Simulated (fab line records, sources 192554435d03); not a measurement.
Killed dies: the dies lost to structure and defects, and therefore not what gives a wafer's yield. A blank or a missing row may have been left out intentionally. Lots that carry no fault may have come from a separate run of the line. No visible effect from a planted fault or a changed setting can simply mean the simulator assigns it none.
fab line records ; flow n5_finfet
record lots=4; wafers=12; last_day=17
route steps=1938 shown BEOL_M2@861 BEOL_M4@1111 PASSIVATION@1936
lots with no fault: from the same line, run without faults
start_h: hours from the record's opening day to when the first of the lot's shown wafers began ; wait_h: time in hours since the lot's previous step ; " unchanged from the row above ; L1.1+2: several wafers, shown together as one row ; - value missing, or start not given ; * or withheld: withheld ; < > ~ a bound
route shown NAME@n: names a module that has steps shown in the file, with the first one's number in the route ; usual: mean/standard deviation taken from wafers without a fault ; same: alike in all rows ; chamber/n: place in a boat ; sites: readings site by site ; _std_site: standard deviation of those values ; _edge_site: inner sites' mean taken away from outer sites' mean ; radius_mm: for every site, how far away it sits from the centre of the wafer ; mask NAME#n: copy n ; behind: the tool/chamber that last shaped the wafer ; hold: cause of the lot's hold/its duration in hours/its outcome ; device: the n, p or np transistor that did not switch ; end of line: the tests these same wafers got at the end of their route ; step lacking rows: just its recipe ; killed: the dies lost at the first sort to structure and to defects; this is not the yield of the wafer ; map: dies across one wafer; x = killed, . = not, _ = none there
set.NAME: the run value of the setting; set.NAME@STEP: its run value at that earlier step ; model.NAME: the simulator's own value behind a step, which no gauge read
lots at some steps of the route; a table a step, a row a wafer
services: from which hour (start_h, from the record's first day; less than 0 if before it) a tool's chamber was out of use, for how many hours, and why
## steps
# step N5_BEOL_M2_STRIP_65
# recipe chemistry=N2/H2; temp_c=40; n2_flow_sccm=200; h2_flow_sccm=200; rf_frequency_hz=6e+07
# step N5_BEOL_M2_STRIP_75
# recipe chemistry=N2/H2; temp_c=40; n2_flow_sccm=200; h2_flow_sccm=200; rf_frequency_hz=6e+07
# step N5_BEOL_M2_STRIP_66
# recipe chemistry=CF4; resist=SiARC; power_w=300; bias_power_w=75; pressure_mtorr=50; cf4_flow_sccm=150; rf_frequency_hz=6e+07
# step N5_BEOL_M2_HM_OPEN_17
# recipe chemistry=Cl2/BCl3; target_depth_a=200; overetch_a=60; target=TiN; mask_material=SOC; ion_energy_ev=150; pressure_mtorr=10; icp_w=1000; bias_w=126; Cl2_flow_sccm=53.25; bcl3_flow_sccm=21.75; Ar_flow_sccm=25
# step N5_BEOL_M2_STRIP_19
# recipe chemistry=O2; power_w=400; temp_c=40; pressure_mtorr=30; rf_frequency_hz=6e+07; bias_power_w=0; overash_fraction=0.2; o2_flow_sccm=225
# step N5_BEOL_M2_COAT_67
# recipe resist=SOC; temp_c=250; time_s=60; spin_rpm=1500; resist_thk_nm=60
# step N5_BEOL_M2_COAT_68
# recipe resist=SiARC; temp_c=220; time_s=60; spin_rpm=1500; resist_thk_nm=12
# step N5_BEOL_M2_COAT_76
# recipe resist=underlayer; temp_c=205; time_s=60; spin_rpm=1500; resist_thk_nm=5
# step N5_BEOL_M2_COAT_22
# recipe resist=CAR-EUV; spin_rpm=1500; resist_thk_nm=30
# step N5_BEOL_M2_EBR_24
# recipe solvent=PGMEA; ebr_width_mm=1.5
# step N5_BEOL_M2_SOFTBAKE_23
# recipe temp_c=110; time_s=60; resist=CAR-EUV
# step N5_BEOL_M2_EXPOSE_25
# recipe mask_id=V1; na=0.33; source_shape=quasar; sigma_inner=0.2; sigma_outer=0.8; polarization=unpolarized; defocus_nm=5; dose_mj=63
lot.wafer;tool;chamber;start_h;wait_h;mask
L362.1+3+5;euv_scanner-02;0;186.21;-;V1#0
L366.2+3+4;euv_scanner-02;0;213.66;-;V1#0
L368.2+5+6;euv_scanner-02;0;218.72;-;V1#0
L376.4+5+6;euv_scanner-01;0;276.24;-;V1#0
# step N5_BEOL_M2_PEB_26
# recipe peb_temp_c=100; peb_time_s=60; resist=CAR-EUV
# step N5_BEOL_M2_DEVELOP_27
# recipe develop_time_s=30; developer=TMAH; resist=CAR-EUV; rinse_liquid=surfactant_rinse; dry=air_spin; dev_temp_c=23
# step N5_BEOL_M2_CD_MEAS_28
# recipe target_cd_nm=26.2; landing_energy_ev=500; detector=se_inlens; target_cd_y_nm=24.1; polarity=opening
# usual cd_nm=26.14/0.24
lot.wafer;tool;chamber;start_h;wait_h;cd_nm
L362.1;cd_sem-01;0;186.35;-;26.41
L362.3;cd_sem-01;0;186.35;-;26.30
L362.5;cd_sem-01;0;186.35;-;26.35
L366.2;cd_sem-02;0;213.80;-;26.22
L366.3;cd_sem-02;0;213.80;-;23.44
L366.4;cd_sem-02;0;213.80;-;26.13
L368.2;cd_sem-02;0;218.86;-;26.06
L368.5;cd_sem-02;0;218.86;-;26.26
L368.6;cd_sem-02;0;218.86;-;23.17
L376.4;cd_sem-01;0;276.36;-;26.44
L376.5;cd_sem-01;0;276.36;-;26.41
L376.6;cd_sem-01;0;276.36;-;26.50
# step N5_BEOL_M2_DESCUM_33
# recipe chemistry=O2; time_s=7; source_power_w=50; bias_power_w=20; pressure_mtorr=20; rf_frequency_hz=2.712e+07; temp_c=40; resist=CAR-EUV; o2_flow_sccm=225
# step N5_BEOL_M2_ETCH_77
# recipe chemistry=N2/H2; target=underlayer; target_depth_a=65; mask_material=CAR-EUV; time_s=5.2; ion_energy_ev=200; pressure_mtorr=30; source_w=840; bias_w=150; n2_flow_sccm=200; h2_flow_sccm=200; ends=cleared
# step N5_BEOL_M2_ETCH_69
# recipe chemistry=CF4; target=SiARC; target_depth_a=156; mask_material=CAR-EUV; time_s=26; ion_energy_ev=80; pressure_mtorr=40; source_w=545; bias_w=36; Ar_flow_sccm=100; cf4_flow_sccm=100; ends=cleared
# step N5_BEOL_M2_ALD_98
# recipe material=SiO2; target_thk_a=25; temp_c=100; ald_precursor_family=BDEAS; ald_co_reactant=O2-plasma; pulse_time_s=1; co_reactant_pulse_time_s=1; purge_time_s=2; co_reactant_purge_time_s=2; ald_cycles=17; pressure_torr=2
# step N5_BEOL_M2_ETCHBACK_99
# recipe chemistry=CHF3; target=SiO2; target_depth_a=50; time_s=10.4; source_w=215; bias_w=47; Ar_flow_sccm=200; CHF3_flow_sccm=12; ion_energy_ev=100; pressure_mtorr=30
# step N5_BEOL_M2_ETCH_70
# recipe chemistry=N2/H2; target=SOC; target_depth_a=800; overetch_a=240; mask_material=SiARC; temp_c=40; time_s=130; ion_energy_ev=200; pressure_mtorr=30; source_w=840; bias_w=150; n2_flow_sccm=200; h2_flow_sccm=200
# step N5_BEOL_M2_STRIP_71
# recipe chemistry=N2/H2; temp_c=40; n2_flow_sccm=200; h2_flow_sccm=200; rf_frequency_hz=6e+07
# step N5_BEOL_M2_STRIP_78
# recipe chemistry=N2/H2; temp_c=40; n2_flow_sccm=200; h2_flow_sccm=200; rf_frequency_hz=6e+07
# step N5_BEOL_M2_VIA_ETCH_34
# recipe chemistry=C4F6/O2; target_depth_a=694; mask_material=SOC; pressure_mtorr=15; ion_energy_ev=250; taper_deg=4; time_s=65.9; source_w=350; bias_w=170; Ar_flow_sccm=300; C4F6_flow_sccm=10; O2_flow_sccm=10
# step N5_BEOL_M2_STRIP_83
# recipe chemistry=C4F6/O2; resist=SiARC; rf_frequency_hz=6e+07
# step N5_BEOL_M2_STRIP_36
# recipe chemistry=N2/H2; power_w=450; temp_c=40; pressure_mtorr=20; rf_frequency_hz=6e+07; overash_fraction=0.3; bias_power_w=7; h2_frac=0.5; n2_flow_sccm=200; h2_flow_sccm=200
# step N5_BEOL_M2_TRENCH_ETCH_37
# recipe chemistry=C4F6/O2; target_depth_a=555.55; target=SiOC; time_s=29.2; ion_energy_ev=250; pressure_mtorr=30; source_w=355; bias_w=185; Ar_flow_sccm=300; C4F6_flow_sccm=10; O2_flow_sccm=10
# step N5_BEOL_M2_ETCH_41
# recipe chemistry=CH3F/O2; target=SiCN; target_depth_a=299; taper_deg=2; time_s=52.5; ion_energy_ev=120; mask_material=TiN; pressure_mtorr=30; source_w=395; bias_w=75; Ar_flow_sccm=150; CH3F_flow_sccm=30; O2_flow_sccm=20
# step N5_BEOL_M2_STRIP_97
# recipe chemistry=N2/H2; time_s=10; power_w=450; temp_c=40; pressure_mtorr=20; rf_frequency_hz=6e+07; bias_power_w=7; n2_flow_sccm=200; h2_flow_sccm=200
# step N5_BEOL_M2_HM_STRIP_39
# recipe chemistry=peroxide_tin_strip; material=TiN; target_depth_a=250; temp_c=50; time_s=158
# step N5_BEOL_M2_SRD_40
# recipe time_s=30; temp_c=23; rinse_liquid=diw; dry=ipa_marangoni
# step N5_BEOL_M2_PRECLEAN_42
# recipe chemistry=residue_remover; time_s=60; temp_c=40
# step N5_BEOL_M2_SRD_43
# recipe time_s=30; temp_c=23; rinse_liquid=diw; dry=ipa_marangoni
# step N5_BEOL_M2_DEGAS_44
# recipe ambient=vacuum; temp_c=250; time_s=60
# step N5_BEOL_M2_PRE_CLEAN_45
# recipe gas=H2/He; time_s=30; temp_c=250
# step N5_BEOL_M2_ALD_84
# recipe material=TaN; target_thk_a=*; temp_c=275; ald_precursor_family=PDMAT; ald_co_reactant=NH3; pressure_torr=3; carrier_flow_sccm=1500; pulse_time_s=2; purge_time_s=3; co_reactant_purge_time_s=2; co_reactant_pulse_time_s=3; ald_cycles=30; precursor_vessel_temp_c=75; precursor_vessel_pressure_torr=26.25; precursor_vessel_carrier_sccm=1000
# step N5_BEOL_M2_SURFACE_TREAT_85
# recipe gas=Ar; time_s=*; ion_energy_ev=*; ion_current_ma_cm2=0.5; pressure_mtorr=*; ar_flow_sccm=30
# step N5_BEOL_M4_RC_MEAS_101
# usual DIBL_N=36.6/1.7; DIBL_P=36.7/2; IOFF_N=0.16/0.033; IOFF_P=0.22/0.04; ION_N=673/12; ION_P=463/7.9; SS_N=71.7/0.58; SS_P=73.3/0.64; VT_N=249/3.3; VT_P=-249/3.1
lot.wafer;tool;chamber;start_h;wait_h;DIBL_N[mV/V];DIBL_P[mV/V];IOFF_N[nA/um];IOFF_P[nA/um];ION_N[uA/um];ION_P[uA/um];SS_N[mV/dec];SS_P[mV/dec];VT_N[mV];VT_P[mV]
L362.1;prober-01;0;213.78;0.0;32.9;35.2;0.12;0.18;658;458;70.9;73.3;251;-254
L362.3;prober-01;0;213.78;0.0;35.5;36.9;0.18;0.22;673;464;72.2;73.7;246;-250
L362.5;prober-01;0;213.78;0.0;36.7;39.3;0.18;0.25;673;462;72.2;74.3;248;-250
L366.2;prober-02;0;242.19;0.2;35.3;34.8;0.14;0.20;680;466;70.8;72.6;249;-251
L366.4;prober-02;0;242.19;0.2;34.3;33.5;0.12;0.18;667;468;70.9;71.8;254;-251
L368.2;prober-02;0;248.02;0.2;36.7;35.5;0.15;0.20;668;457;72.3;73.4;252;-250
L368.5;prober-02;0;248.02;0.2;36.0;32.9;0.14;0.18;661;457;72.1;72.1;250;-249
L376.4;prober-01;0;308.57;0.5;34.3;33.2;0.13;0.20;661;471;70.8;72.2;248;-245
L376.5;prober-01;0;308.57;0.5;34.4;34.2;0.13;0.22;670;465;70.8;72.7;252;-247
L376.6;prober-01;0;308.57;0.5;37.5;37.0;0.17;0.26;668;467;72.1;73.1;251;-244
# step N5_PASSIVATION_PROBE_49
# usual defect_limited_yield=91.1/1.4; killed_at_M0_to_M3=34/11; killed_at_M4_up=14/5.7; killed_at_contacts=14/6.9; killed_at_front_end=40/11; killed_at_other=4/3.1; killed_dies=105/17; killed_on_rim=14/4.1; killed_open=70/13; killed_short=34/7.6; sort_bin_5_function=5.3/0.95; sort_bin_6_memory=3.3/0.64; sort_n_pass=1075/17; sort_yield_pct=91.1/1.4
# same gross_dies=1180; killed_at_back_side=0; sort_bin_4_leakage[%]=0; sort_bin_8_speed[%]=0
lot.wafer;tool;chamber;start_h;wait_h;defect_limited_yield[%];killed_at_M0_to_M3;killed_at_M4_up;killed_at_contacts;killed_at_front_end;killed_at_other;killed_dies;killed_on_rim;killed_open;killed_short;sort_bin_5_function[%];sort_bin_6_memory[%];sort_n_pass;sort_yield_pct[%]
L362.3;prober-02;-;331.67;0.1;89.9;46;12;21;35;5;119;15;78;41;7.0;2.5;1061;89.9
L366.2;prober-01;-;348.45;0.3;92.4;26;18;8;37;1;90;17;59;31;4.1;3.1;1090;92.4
L366.3;prober-01;-;348.50;0.3;0;1100;14;9;54;3;1180;152;75;36;6.1;2.9;0;0
L366.4;prober-01;-;348.55;0.4;92.1;36;11;18;28;0;93;12;66;26;3.6;3.9;1087;92.1
L368.5;prober-01;-;359.03;0.2;94.1;30;15;3;20;2;70;8;56;14;4.1;1.8;1110;94.1
L368.6;prober-01;-;359.08;0.3;0;1113;15;9;42;1;1180;152;61;30;4.2;3.5;0;0
# killed by level:class
L362.3 MOL_CONTACT_COAG:geometric_particle:open=18 BEOL_M1:geometric_particle:open=16 FIN_SAQP:geometric_particle:short=7 BEOL_M0_SAQP:geometric_particle:short=7 BEOL_M2:geometric_particle:open=7 FIN_SAQP:geometric_particle:open=6 STI_FIN_REVEAL:geometric_particle:open=6 BEOL_M4:geometric_particle:open=5
L366.2 STI_FIN_REVEAL:geometric_particle:open=11 BEOL_M0_SAQP:geometric_particle:short=8 MOL_CONTACT_COAG:geometric_particle:open=7 BEOL_M4:geometric_particle:open=6 FIN_SAQP:geometric_particle:short=4 BEOL_M0:geometric_particle:open=4 BEOL_M3:geometric_particle:open=4 FIN_CUT:geometric_particle:open=3
L366.3 BEOL_M2:area_expose=1069 STI_FIN_REVEAL:geometric_particle:open=24 BEOL_M0_SAQP:geometric_particle:short=10 MOL_CONTACT_COAG:geometric_particle:open=6 BEOL_M0_SAQP:geometric_particle:open=6 STI_FIN_REVEAL:geometric_particle:short=5 BEOL_M2:geometric_particle:open=5 BEOL_M4:geometric_particle:open=5
L366.4 MOL_CONTACT_COAG:geometric_particle:open=13 BEOL_M0_SAQP:geometric_particle:open=9 STI_FIN_REVEAL:geometric_particle:open=8 BEOL_M0_SAQP:geometric_particle:short=7 STARTING-WAFER:geometric_particle:short=6 BEOL_M2:geometric_particle:open=5 MOL_CONTACT_COAG:geometric_particle:short=5 BEOL_M3:geometric_particle:open=5
L368.5 BEOL_M4:geometric_particle:open=12 BEOL_M1:geometric_particle:open=11 BEOL_M2:geometric_particle:open=7 STI_FIN_REVEAL:geometric_particle:open=5 BEOL_M0_SAQP:geometric_particle:open=4 BEOL_M3:geometric_particle:open=4 MOL_CONTACT_COAG:geometric_particle:open=3 STARTING-WAFER:geometric_particle:short=3
L368.6 BEOL_M2:area_expose=1089 BEOL_M4:geometric_particle:open=12 BEOL_M2:geometric_particle:open=11 FIN_SAQP:geometric_particle:short=8 FIN_SAQP:geometric_particle:open=8 MOL_CONTACT_COAG:geometric_particle:open=7 GATE_CUT:geometric_particle:short=6 STI_FIN_REVEAL:geometric_particle:open=5
# map L366.3 (x killed, . not)
_________________xxxxxxxxxxxx________________
______________xxxxxxxxxxxxxxxxxx_____________
___________xxxxxxxxxxxxxxxxxxxxxxxx__________
__________xxxxxxxxxxxxxxxxxxxxxxxxxx_________
________xxxxxxxxxxxxxxxxxxxxxxxxxxxxxx_______
_______xxxxxxxxxxxxxxxxxxxxxxxxxxxxxxxx______
______xxxxxxxxxxxxxxxxxxxxxxxxxxxxxxxxxx_____
_____xxxxxxxxxxxxxxxxxxxxxxxxxxxxxxxxxxxx____
____xxxxxxxxxxxxxxxxxxxxxxxxxxxxxxxxxxxxxx___
___xxxxxxxxxxxxxxxxxxxxxxxxxxxxxxxxxxxxxxxx__
___xxxxxxxxxxxxxxxxxxxxxxxxxxxxxxxxxxxxxxxx__
__xxxxxxxxxxxxxxxxxxxxxxxxxxxxxxxxxxxxxxxxxx_
__xxxxxxxxxxxxxxxxxxxxxxxxxxxxxxxxxxxxxxxxxx_
_xxxxxxxxxxxxxxxxxxxxxxxxxxxxxxxxxxxxxxxxxxxx
_xxxxxxxxxxxxxxxxxxxxxxxxxxxxxxxxxxxxxxxxxxxx
_xxxxxxxxxxxxxxxxxxxxxxxxxxxxxxxxxxxxxxxxxxxx
_xxxxxxxxxxxxxxxxxxxxxxxxxxxxxxxxxxxxxxxxxxxx
_xxxxxxxxxxxxxxxxxxxxxxxxxxxxxxxxxxxxxxxxxxxx
_xxxxxxxxxxxxxxxxxxxxxxxxxxxxxxxxxxxxxxxxxxxx
_xxxxxxxxxxxxxxxxxxxxxxxxxxxxxxxxxxxxxxxxxxxx
_xxxxxxxxxxxxxxxxxxxxxxxxxxxxxxxxxxxxxxxxxxxx
__xxxxxxxxxxxxxxxxxxxxxxxxxxxxxxxxxxxxxxxxxx_
__xxxxxxxxxxxxxxxxxxxxxxxxxxxxxxxxxxxxxxxxxx_
___xxxxxxxxxxxxxxxxxxxxxxxxxxxxxxxxxxxxxxxx__
___xxxxxxxxxxxxxxxxxxxxxxxxxxxxxxxxxxxxxxxx__
____xxxxxxxxxxxxxxxxxxxxxxxxxxxxxxxxxxxxxx___
_____xxxxxxxxxxxxxxxxxxxxxxxxxxxxxxxxxxxx____
______xxxxxxxxxxxxxxxxxxxxxxxxxxxxxxxxxx_____
_______xxxxxxxxxxxxxxxxxxxxxxxxxxxxxxxx______
________xxxxxxxxxxxxxxxxxxxxxxxxxxxxxx_______
__________xxxxxxxxxxxxxxxxxxxxxxxxxx_________
___________xxxxxxxxxxxxxxxxxxxxxxxx__________
______________xxxxxxxxxxxxxxxxxx_____________
_________________xxxxxxxxxxxx________________
# map L368.6 (x killed, . not)
_________________xxxxxxxxxxxx________________
______________xxxxxxxxxxxxxxxxxx_____________
___________xxxxxxxxxxxxxxxxxxxxxxxx__________
__________xxxxxxxxxxxxxxxxxxxxxxxxxx_________
________xxxxxxxxxxxxxxxxxxxxxxxxxxxxxx_______
_______xxxxxxxxxxxxxxxxxxxxxxxxxxxxxxxx______
______xxxxxxxxxxxxxxxxxxxxxxxxxxxxxxxxxx_____
_____xxxxxxxxxxxxxxxxxxxxxxxxxxxxxxxxxxxx____
____xxxxxxxxxxxxxxxxxxxxxxxxxxxxxxxxxxxxxx___
___xxxxxxxxxxxxxxxxxxxxxxxxxxxxxxxxxxxxxxxx__
___xxxxxxxxxxxxxxxxxxxxxxxxxxxxxxxxxxxxxxxx__
__xxxxxxxxxxxxxxxxxxxxxxxxxxxxxxxxxxxxxxxxxx_
__xxxxxxxxxxxxxxxxxxxxxxxxxxxxxxxxxxxxxxxxxx_
_xxxxxxxxxxxxxxxxxxxxxxxxxxxxxxxxxxxxxxxxxxxx
_xxxxxxxxxxxxxxxxxxxxxxxxxxxxxxxxxxxxxxxxxxxx
_xxxxxxxxxxxxxxxxxxxxxxxxxxxxxxxxxxxxxxxxxxxx
_xxxxxxxxxxxxxxxxxxxxxxxxxxxxxxxxxxxxxxxxxxxx
_xxxxxxxxxxxxxxxxxxxxxxxxxxxxxxxxxxxxxxxxxxxx
_xxxxxxxxxxxxxxxxxxxxxxxxxxxxxxxxxxxxxxxxxxxx
_xxxxxxxxxxxxxxxxxxxxxxxxxxxxxxxxxxxxxxxxxxxx
_xxxxxxxxxxxxxxxxxxxxxxxxxxxxxxxxxxxxxxxxxxxx
__xxxxxxxxxxxxxxxxxxxxxxxxxxxxxxxxxxxxxxxxxx_
__xxxxxxxxxxxxxxxxxxxxxxxxxxxxxxxxxxxxxxxxxx_
___xxxxxxxxxxxxxxxxxxxxxxxxxxxxxxxxxxxxxxxx__
___xxxxxxxxxxxxxxxxxxxxxxxxxxxxxxxxxxxxxxxx__
____xxxxxxxxxxxxxxxxxxxxxxxxxxxxxxxxxxxxxx___
_____xxxxxxxxxxxxxxxxxxxxxxxxxxxxxxxxxxxx____
______xxxxxxxxxxxxxxxxxxxxxxxxxxxxxxxxxx_____
_______xxxxxxxxxxxxxxxxxxxxxxxxxxxxxxxx______
________xxxxxxxxxxxxxxxxxxxxxxxxxxxxxx_______
__________xxxxxxxxxxxxxxxxxxxxxxxxxx_________
___________xxxxxxxxxxxxxxxxxxxxxxxx__________
______________xxxxxxxxxxxxxxxxxx_____________
_________________xxxxxxxxxxxx________________
## services
tool;chamber;start_h;hours;kind
euv_scanner-02;-;162.70;8.0;pm
euv_scanner-01;-;169.72;1.0;pm
euv_scanner-02;-;170.70;1.0;pm
euv_scanner-02;-;171.71;4.6;pm
euv_scanner-01;0;186.89;-;calibration
euv_scanner-02;0;198.71;-;calibration
euv_scanner-01;-;210.59;8.0;pm
euv_scanner-02;-;212.95;0.6;repair
euv_scanner-01;-;218.59;1.0;pm
euv_scanner-02;-;229.53;1.0;pm
euv_scanner-01;-;255.63;12.0;pm
euv_scanner-01;-;267.63;5.8;pm
## key
first_sign step=N5_BEOL_M2_CD_MEAS_28; reading=cd_nm; direction=down; sigmas=12; usual=26.14; struck=23.31
effect step=N5_PASSIVATION_PROBE_49; reading=killed_at_M0_to_M3; direction=up; sigmas=99+; usual=34; struck=1106
more_kills_born_at N5_BEOL_M2_EXPOSE_25@euv_scanner-02=2158
met_at N5_BEOL_M2_EXPOSE_25
struck_wafers L366.3,L368.6
later_rows_left_out L366.3,L368.6
onset_between 186.21 213.66
fault kind=process_parameter_drift; tool=euv_scanner-02; chamber=-; onset_h=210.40; steps=N5_BEOL_M2_EXPOSE_25; channel=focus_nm; offset=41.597; shape=step; end_h=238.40; scope=struck_wafers_only
# later_rows_left_out: the simulator's readings of these wafers behind a module that went badly wrong aren't trusted and aren't shown, but for the sort
